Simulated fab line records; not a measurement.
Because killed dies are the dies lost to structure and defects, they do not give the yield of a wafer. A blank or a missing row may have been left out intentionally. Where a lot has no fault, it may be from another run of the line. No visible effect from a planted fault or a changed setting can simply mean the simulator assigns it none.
fab line records    flow n5Finfet
record: lots: 10  wafers: 30  lastDay: 20
route steps=1938 shown BEOL_M9@1422 PASSIVATION@1936
lots that met no fault: taken from a fault-free run of the same line
startH: hours from the record's opening day to when the first of the lot's shown wafers began    waitH: how many hours have passed since the lot's step before this one    " identical to the entry in the row above    L1.1+2: one row covering several wafers at once    - either no value or no given start    * or withheld: withheld    < > ~ a bound
route shown NAME@n: a module of which the file shows steps, and the number in the route of the first    usual: mean/standard deviation of fault-free wafers    same: alike in all rows    chamber/n: place in a boat    sites: each site's reading    _std_site: the standard deviation of these    _edge_site: the outer-site mean with the inner-site mean subtracted    radiusMm: for every site, how far away it sits from the centre of the wafer    mask NAME#n: copy n    behind: the most recent tool/chamber to have shaped the wafer    hold: reason for holding the lot/hours on hold/outcome of the hold    device: the transistor (n, p or np) that didn't switch    end of line: tests run on the same wafers once the route is complete    a step with no rows: only its recipe    killed: the dies lost at the first sort to structure and to defects; this is not the yield of the wafer    map: per-die view of a wafer (x killed, . not killed, _ where there is no die)
set.NAME: the run value of the setting; set.NAME@STEP: its run value at that earlier step    model.NAME: the simulator's own value behind a step, which no gauge read
route steps across a sampled set of lots; one table per step, one row per wafer
services: a tool's chamber out of use, with start hour (startH, from the record's first day; less than 0 if before it), hours out, and reason
== steps ==
step: N5_BEOL_M9_HM_OPEN_17
recipe: chemistry: Cl2/BCl3  targetDepthA: 200  overetchA: 60  target: TiN  maskMaterial: SOC  ionEnergyEv: 150  pressureMtorr: 10  icpW: 1000  biasW: 126  Cl2_flow_sccm: 53.25  bcl3FlowSccm: 21.75  Ar_flow_sccm: 25
usual: drypumpMotorCurrentA: 5.96/0.14  oesProductAu: 0.68/0.065  throttleValvePct: 22.03/0.27
lot.wafer  tool         chamber  startH  waitH  drypumpMotorCurrentA  oesProductAu  rfHoursCounterH  throttleValvePct
L262.2     rieMetal-02  0        245.98  0.0    6.14                  0.66          47               22.38
L262.3     "            1        "       "      5.82                  0.65          -                21.84
L262.6     "            1        "       "      5.84                  0.66          -                21.86
L268.2     rieMetal-01  1        271.89  0.0    5.95                  0.70          23               21.81
L268.5     "            1        "       "      5.94                  0.70          -                21.81
L268.6     "            0        "       "      6.03                  0.54          -                21.89
L271.2     rieMetal-02  0        327.68  0.0    6.16                  0.66          56               22.39
L271.4     "            0        "       "      6.13                  0.66          -                22.38
L271.5     "            1        "       "      5.80                  0.64          -                21.84
L273.2     rieMetal-02  1        331.61  0.0    5.82                  0.63          51               21.86
L273.3     "            1        "       "      5.81                  0.63          -                21.87
L273.4     "            0        "       "      6.17                  0.65          -                22.39
L276.2     rieMetal-01  1        342.22  0.0    5.94                  0.70          29               21.80
L276.3     "            1        "       "      5.92                  0.70          -                21.81
L276.5     "            0        "       "      6.05                  0.83          -                21.71
L270.3     rieMetal-02  1        346.10  0.1    5.85                  0.64          -                21.87
L270.4     "            0        "       "      6.11                  0.65          -                22.40
L270.5     "            1        "       "      5.86                  0.64          -                21.85
L275.1     rieMetal-01  0        348.44  0.0    6.04                  0.82          1                21.70
L275.2     "            1        "       "      5.91                  0.70          29               21.80
L275.4     "            1        "       "      5.90                  0.69          -                21.81
L277.2     rieMetal-01  0        355.17  0.0    6.05                  0.82          2                21.71
L277.3     "            0        "       "      6.03                  0.82          -                21.71
L277.6     "            1        "       "      5.86                  0.70          -                21.82
L281.1     rieMetal-03  1        379.69  0.0    5.96                  0.72          23               21.89
L281.2     "            0        "       "      5.79                  0.74          19               22.36
L281.3     "            0        "       "      5.78                  0.74          -                22.35
L283.2     rieMetal-03  1        404.59  0.0    5.96                  0.71          25               21.88
L283.3     "            1        "       "      5.94                  0.70          -                21.88
L283.6     "            1        "       "      5.94                  0.72          -                21.86
step: N5_BEOL_M9_STRIP_19
recipe: chemistry: O2  powerW: 400  tempC: 40  pressureMtorr: 30  rfFrequencyHz: 6e+07  biasPowerW: 0  overashFraction: 0.2  o2FlowSccm: 225
usual: drypumpMotorCurrentA: 5.6/0.49  oesProductAu: 0.80/0.085  rfVppV: 3.6/0.58  showerheadPlenumPTorr: 2.10/0.082  throttleValvePct: 16.68/0.21
lot.wafer  tool        chamber  startH  waitH  drypumpMotorCurrentA  oesProductAu  rfHoursCounterH  rfVppV  showerheadPlenumPTorr  throttleValvePct
L262.2     rieDiel-02  3        246.09  0.1    5.8                   0.77          111              3.7     2.02                   17.00
L262.3     "           2        "       "      6.0                   0.72          184              4.1     2.19                   16.85
L262.6     "           2        "       "      6.0                   0.73          -                3.1     2.19                   16.84
L268.2     rieDiel-02  1        272.00  0.1    6.3                   0.89          38               4.2     2.13                   16.39
L268.5     "           3        "       "      5.8                   0.76          -                3.8     2.02                   17.00
L268.6     "           2        "       "      6.0                   0.72          -                4.3     2.18                   16.88
L271.2     rieDiel-02  2        327.79  0.1    6.0                   0.70          210              3.5     2.18                   16.89
L271.4     "           3        "       "      5.8                   0.75          137              3.8     2.01                   17.05
L271.5     "           1        "       "      6.3                   0.86          -                4.4     2.13                   16.43
L273.2     rieDiel-03  2        331.72  0.1    5.3                   0.90          30               3.4     2.23                   16.60
L273.3     "           3        "       "      5.5                   0.84          63               3.5     2.22                   16.56
L273.4     "           0        "       "      4.7                   0.79          90               3.6     2.04                   16.54
L276.2     rieDiel-06  3        342.33  0.1    5.4                   0.66          242              3.1     2.06                   16.97
L276.3     "           1        "       "      5.6                   0.67          251              5.3     2.16                   17.17
L276.5     "           2        "       "      6.5                   0.71          -                3.3     2.00                   16.61
L270.3     rieDiel-02  0        346.20  0.1    5.6                   0.85          71               3.3     2.05                   16.63
L270.4     "           1        "       "      6.3                   0.85          58               4.3     2.13                   16.44
L270.5     "           0        "       "      5.6                   0.83          -                3.4     2.05                   16.65
L275.1     rieDiel-03  3        348.55  0.1    5.5                   0.84          67               3.9     2.22                   16.55
L275.2     "           0        "       "      4.8                   0.77          94               4.8     2.03                   16.54
L275.4     "           1        "       "      6.0                   0.95          11               3.2     2.14                   16.41
L277.2     rieDiel-03  0        355.28  0.1    4.7                   0.77          96               4.9     2.03                   16.54
L277.3     "           2        "       "      5.3                   0.89          36               4.7     2.23                   16.62
L277.6     "           0        "       "      4.8                   0.77          -                3.5     2.03                   16.51
L281.1     rieDiel-06  2        379.80  0.1    6.4                   0.71          212              4.5     2.00                   16.64
L281.2     "           0        "       "      5.2                   0.83          65               4.0     2.04                   16.55
L281.3     "           3        "       "      5.5                   0.66          256              3.8     2.05                   16.99
L283.2     rieDiel-02  3        404.70  0.1    5.8                   0.72          160              3.8     2.00                   17.08
L283.3     "           0        "       "      5.6                   0.81          90               2.8     2.04                   16.68
L283.6     "           2        "       "      6.0                   0.69          -                4.2     2.17                   16.94
step: N5_BEOL_M9_CD_MEAS_18
recipe: pitchNm: 140  targetCdNm: 70
usual: cdNm: 70.0/0.52
lot.wafer  tool      chamber  startH  waitH  cdNm
L262.2     cdSem-01  -        246.17  0.1    69.9
L262.3     "         -        "       "      69.3
L262.6     "         -        "       "      69.7
L268.2     cdSem-02  -        272.07  0.1    70.2
L268.5     "         -        "       "      69.4
L268.6     "         -        "       "      69.5
L271.2     cdSem-02  -        327.86  0.1    70.8
L271.4     "         -        "       "      70.3
L271.5     "         -        "       "      69.4
L273.2     cdSem-02  -        331.79  0.1    70.1
L273.3     "         -        "       "      70.3
L273.4     "         -        "       "      70.2
L276.2     cdSem-02  -        342.40  0.1    69.9
L276.3     "         -        "       "      69.4
L276.5     "         -        "       "      70.9
L270.3     cdSem-03  -        346.27  0.1    69.9
L270.4     "         -        "       "      70.2
L270.5     "         -        "       "      69.7
L275.1     cdSem-02  -        348.62  0.0    70.3
L275.2     "         -        "       "      69.8
L275.4     "         -        "       "      69.6
L277.2     cdSem-02  -        355.35  0.1    69.5
L277.3     "         -        "       "      69.0
L277.6     "         -        "       "      69.9
L281.1     cdSem-03  -        379.87  0.0    70.4
L281.2     "         -        "       "      70.4
L281.3     "         -        "       "      70.1
L283.2     cdSem-01  -        404.77  0.1    70.5
L283.3     "         -        "       "      69.6
L283.6     "         -        "       "      70.5
step: N5_BEOL_M9_INSPECT_30
recipe: mode: adi  inspectInstrument: brightfield
usual: rawDefectCount: 415/100
lot.wafer  tool              chamber  startH  waitH  rawDefectCount
L262.2     defectInspect-02  -        246.94  0.0    377
L262.3     "                 -        "       "      275
L262.6     "                 -        "       "      310
L268.2     defectInspect-02  -        273.63  0.0    414
L268.5     "                 -        "       "      560
L268.6     "                 -        "       "      563
L271.2     defectInspect-01  -        330.02  0.0    1320
L271.4     "                 -        "       "      1360
L271.5     "                 -        "       "      339
L273.2     defectInspect-02  -        333.43  0.0    421
L273.3     "                 -        "       "      384
L273.4     "                 -        "       "      1332
L276.2     defectInspect-01  -        343.10  0.0    475
L276.3     "                 -        "       "      463
L276.5     "                 -        "       "      356
L270.3     defectInspect-02  -        346.68  0.0    426
L270.4     "                 -        "       "      1550
L270.5     "                 -        "       "      428
L275.1     defectInspect-01  -        349.71  0.1    463
L275.2     "                 -        "       "      454
L275.4     "                 -        "       "      572
L277.2     defectInspect-01  -        355.75  0.0    467
L277.3     "                 -        "       "      355
L277.6     "                 -        "       "      324
L281.1     defectInspect-02  -        383.41  0.1    407
L281.2     "                 -        "       "      309
L281.3     "                 -        "       "      381
L283.2     defectInspect-01  -        406.65  0.0    483
L283.3     "                 -        "       "      583
L283.6     "                 -        "       "      618
step: N5_BEOL_M9_ETCH_76
recipe: chemistry: N2/H2  target: underlayer  targetDepthA: 65  maskMaterial: CAR-EUV  timeS: 5.2  ionEnergyEv: 200  pressureMtorr: 30  sourceW: 840  biasW: 150  n2FlowSccm: 200  h2FlowSccm: 200  ends: cleared
usual: drypumpMotorCurrentA: 5.7/0.45  etchRfOnTimeS: 5.18/0.08  oesProductAu: 0.68/0.071  rfVppV: 524.0/2.9  showerheadPlenumPTorr: 2.54/0.092  throttleValvePct: 17.84/0.22
lot.wafer  tool        chamber  startH  waitH  drypumpMotorCurrentA  etchRfOnTimeS  oesProductAu  rfHoursCounterH  rfVppV  showerheadPlenumPTorr  throttleValvePct
L262.2     rieDiel-06  1        247.21  0.0    5.6                   5.26           0.59          229              528.1   2.62                   18.29
L262.3     "           3        "       "      5.5                   5.21           0.58          219              519.7   2.52                   18.14
L262.6     "           3        "       "      5.5                   5.23           0.58          -                523.6   2.52                   18.14
L268.2     rieDiel-06  1        273.70  0.0    5.6                   5.21           0.59          235              527.3   2.62                   18.32
L268.5     "           0        "       "      5.2                   5.15           0.76          -                521.5   2.48                   17.61
L268.6     "           3        "       "      5.4                   5.19           0.58          -                523.2   2.52                   18.16
L271.2     rieDiel-03  0        330.09  0.0    4.8                   5.33           0.66          89               521.4   2.47                   17.64
L271.4     "           2        "       "      5.3                   5.15           0.76          29               526.7   2.70                   17.75
L271.5     "           0        "       "      4.8                   5.37           0.65          -                522.5   2.47                   17.65
L273.2     rieDiel-03  0        333.65  0.0    4.8                   5.39           0.65          90               522.8   2.46                   17.62
L273.3     "           3        "       "      5.5                   5.33           0.70          63               528.6   2.69                   17.68
L273.4     "           1        "       "      6.1                   5.08           0.84          7                526.5   2.60                   17.74
L276.2     rieDiel-02  1        343.16  0.0    6.4                   5.23           0.72          58               522.5   2.58                   17.73
L276.3     "           2        "       "      6.0                   5.14           0.60          213              525.9   2.61                   17.92
L276.5     "           3        "       "      5.8                   5.17           0.63          -                521.5   2.45                   18.24
L270.3     rieDiel-02  0        346.75  0.0    5.6                   5.13           0.72          71               523.4   2.47                   17.70
L270.4     "           3        "       "      5.8                   5.11           0.63          142              519.0   2.45                   18.22
L270.5     "           3        "       "      5.8                   5.13           0.63          -                521.4   2.45                   18.25
L275.1     rieDiel-06  2        349.78  0.0    6.5                   5.10           0.62          200              519.3   2.41                   17.69
L275.2     "           0        "       "      5.2                   5.13           0.75          53               521.6   2.47                   17.63
L275.4     "           2        "       "      6.5                   5.08           0.62          -                521.1   2.41                   17.71
L277.2     rieDiel-06  3        355.81  0.0    5.5                   5.11           0.57          246              524.4   2.51                   18.20
L277.3     "           0        "       "      5.2                   5.12           0.75          56               521.1   2.47                   17.65
L277.6     "           3        "       "      5.5                   5.18           0.57          -                524.9   2.51                   18.19
L281.1     rieDiel-06  0        383.70  0.0    5.2                   5.15           0.72          66               521.5   2.47                   17.68
L281.2     "           3        "       "      5.5                   5.20           0.56          257              524.8   2.51                   18.23
L281.3     "           2        "       "      6.5                   5.17           0.61          213              522.4   2.41                   17.72
L283.2     rieDiel-03  3        406.78  0.0    5.5                   5.24           0.69          86               526.6   2.68                   17.71
L283.3     "           2        "       "      5.3                   5.10           0.75          53               527.9   2.69                   17.79
L283.6     "           2        "       "      5.3                   5.17           0.74          -                527.1   2.69                   17.78
step: N5_PASSIVATION_PROBE_49
usual: defectLimitedYield: 91.6/1.6  killed_at_M0_to_M3: 32/9.7  killed_at_M4_up: 13/4.4  killedAtContacts: 12/6.5  killedAtFrontEnd: 38/12  killedAtOther: 3.7/3  killedDies: 99/18  killedOpen: 66/14  killedShort: 32/7.5  sort_bin_5_function: 4.9/1  sort_bin_6_memory: 3.2/0.73  sortNPass: 1081/18  sortYieldPct: 91.6/1.6
same: grossDies: 1180  killedAtBackSide: 0  sort_bin_4_leakage[%]: 0  sort_bin_8_speed[%]: 0
lot.wafer  tool       chamber  startH  waitH  defectLimitedYield[%]  killed_at_M0_to_M3  killed_at_M4_up  killedAtContacts  killedAtFrontEnd  killedAtOther  killedDies  killedOpen  killedShort  sort_bin_5_function[%]  sort_bin_6_memory[%]  sortNPass  sortYieldPct[%]
L273.2     prober-01  -        389.96  0.1    91.3                   33                  19               10                39                2              103         76          27           4.1                     4.5                   1077       91.3
L273.3     prober-01  -        390.01  0.1    94.3                   22                  6                7                 30                2              67          48          19           3.4                     2.0                   1113       94.3
L273.4     prober-01  -        390.06  0.2    80.2                   40                  151              14                23                6              234         67          20           11.6                    4.5                   946        80.2
L271.2     prober-02  -        393.36  0.1    82.2                   36                  147              2                 25                0              210         40          32           10.8                    3.6                   970        82.2
L271.4     prober-02  -        393.46  0.2    81.0                   37                  160              5                 20                2              224         46          27           11.4                    3.8                   956        81.0
L271.5     prober-02  -        393.51  0.2    92.1                   43                  9                7                 31                3              93          66          26           4.2                     3.1                   1087       92.1
L270.3     prober-02  -        408.41  0.1    93.6                   31                  16               2                 25                2              76          53          21           4.2                     1.9                   1104       93.6
L270.4     prober-02  -        408.46  0.2    80.1                   23                  158              16                26                12             235         63          27           11.4                    4.3                   945        80.1
L270.5     prober-02  -        408.51  0.2    94.7                   20                  11               7                 19                6              63          37          23           3.6                     1.8                   1117       94.7
killed by level:class
L273.2 BEOL_M2:geometricParticle:open=11 FIN_SAQP:geometricParticle:open=10 MOL_CONTACT_COAG:geometricParticle:open=10 BEOL_M4:geometricParticle:open=10 STI_FIN_REVEAL:geometricParticle:open=6 GATE_CUT:geometricParticle:short=6 BEOL_M0_SAQP:geometricParticle:short=5 BEOL_M1:geometricParticle:open=5
L273.3 FIN_SAQP:geometricParticle:short=8 BEOL_M1:geometricParticle:open=7 FIN_SAQP:geometricParticle:open=5 MOL_CONTACT_COAG:geometricParticle:open=5 BEOL_M0_SAQP:geometricParticle:open=5 DUMMY_GATE:geometricParticle:open=4 STI_FIN_REVEAL:geometricParticle:open=4 BEOL_M0_SAQP:geometricParticle:short=4
L273.4 BEOL_M9:unspecified=147 BEOL_M1:geometricParticle:open=14 MOL_CONTACT_COAG:geometricParticle:open=12 BEOL_M2:geometricParticle:open=7 STI_FIN_REVEAL:geometricParticle:open=7 BEOL_M0_SAQP:geometricParticle:open=6 BEOL_M0_SAQP:geometricParticle:short=5 FIN_SAQP:geometricParticle:open=4
L271.2 BEOL_M9:unspecified=136 BEOL_M0_SAQP:geometricParticle:short=14 BEOL_M0_SAQP:geometricParticle:open=11 BEOL_M4:geometricParticle:open=6 STARTING-WAFER:geometricParticle:short=6 FIN_SAQP:geometricParticle:short=4 BEOL_M1:geometricParticle:open=4 BEOL_M2:geometricParticle:open=4
L271.4 BEOL_M9:unspecified=151 BEOL_M0_SAQP:geometricParticle:short=11 BEOL_M0_SAQP:geometricParticle:open=9 FIN_SAQP:geometricParticle:open=5 BEOL_M1:geometricParticle:short=5 BEOL_M2:geometricParticle:open=4 BEOL_M3:geometricParticle:open=4 BEOL_M4:geometricParticle:open=4
L271.5 FIN_SAQP:geometricParticle:short=11 BEOL_M1:geometricParticle:open=11 BEOL_M2:geometricParticle:open=10 BEOL_M0_SAQP:geometricParticle:open=8 MOL_CONTACT_COAG:geometricParticle:open=6 BEOL_M3:geometricParticle:open=5 FIN_SAQP:geometricParticle:open=4 BEOL_M0_SAQP:geometricParticle:short=4
L270.3 BEOL_M3:geometricParticle:open=13 BEOL_M1:geometricParticle:open=6 BEOL_M4:geometricParticle:open=5 GATE_CUT:geometricParticle:open=4 BEOL_M3:geometricParticle:short=4 FIN_SAQP:geometricParticle:short=3 FIN_SAQP:geometricParticle:open=3 DUMMY_GATE:geometricParticle:open=3
L270.4 BEOL_M9:unspecified=143 MOL_CONTACT_COAG:geometricParticle:open=12 BEOL_M3:geometricParticle:open=10 DUMMY_GATE:geometricParticle:open=5 MIM_TOP_ETCH:geometricParticle:open=5 BEOL_M1:geometricParticle:open=5 PASS1_CAP:geometricParticle:short=5 BEOL_M3:geometricParticle:short=4
L270.5 BEOL_M2:geometricParticle:open=8 STI_FIN_REVEAL:geometricParticle:open=4 MOL_CONTACT_COAG:geometricParticle:open=4 BEOL_M4:geometricParticle:open=4 STARTING-WAFER:geometricParticle:short=4 MOL_CONTACT_COAG:geometricParticle:short=3 BEOL_M0_SAQP:geometricParticle:short=3 MIM_TOP_ETCH:geometricParticle:open=3
== services ==
tool         chamber  startH  hours  kind
rieDiel-03   2        225.34  -      clean
rieDiel-03   2        225.34  -      consumableReplace:focusRing
rieDiel-03   2        225.34  -      consumableReplace:showerhead
rieDiel-03   2        225.34  18.0   scheduledDown
rieDiel-03   2        225.34  18.0   ventCycle
rieMetal-01  -        239.29  14.6   pm
rieMetal-03  0        249.06  38.5   repair
rieDiel-06   3        252.54  2.8    repair
rieDiel-03   1        260.48  6.6    repair
rieMetal-01  0        283.97  2.3    repair
rieDiel-03   3        318.68  3.2    repair
rieDiel-06   3        326.10  3.0    repair
rieDiel-06   1        356.46  -      clean
rieDiel-06   1        356.46  -      consumableReplace:focusRing
rieDiel-06   1        356.46  29.5   scheduledDown
rieDiel-06   1        356.46  29.5   ventCycle
rieDiel-03   2        381.01  1.2    repair
rieDiel-02   -        383.04  0.7    repair
rieDiel-06   -        385.21  14.6   pm
rieDiel-03   1        388.62  8.8    repair
rieDiel-06   3        399.81  -      clean
rieDiel-06   3        399.81  -      consumableReplace:focusRing
rieDiel-06   3        399.81  20.3   scheduledDown
rieDiel-06   3        399.81  20.3   ventCycle
== key ==
firstSign: step: N5_BEOL_M9_INSPECT_30  reading: rawDefectCount  direction: up  sigmas: 9.6  usual: 415  struck: 1390
effect: step: N5_PASSIVATION_PROBE_49  reading: killed_at_M4_up  direction: up  sigmas: 32  usual: 13  struck: 154
moreKillsBornAt: N5_BEOL_M9_HM_OPEN_17@rieMetal-02: 577
metAt N5_BEOL_M9_HM_OPEN_17
struckLots L270,L271,L273
struckWafers L270.4,L271.2,L271.4,L273.4
notActingAt N5_BEOL_M9_STRIP_19,N5_BEOL_M9_CD_MEAS_18,N5_BEOL_M9_ETCH_76
onsetBetween 245.98 327.68
fault: kind: chamberParticleSource  tool: rieMetal-02  chamber: 0  onsetH: 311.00  steps: N5_BEOL_M9_HM_OPEN_17  ratePerVisitCm2: 1.5963  endH: 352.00
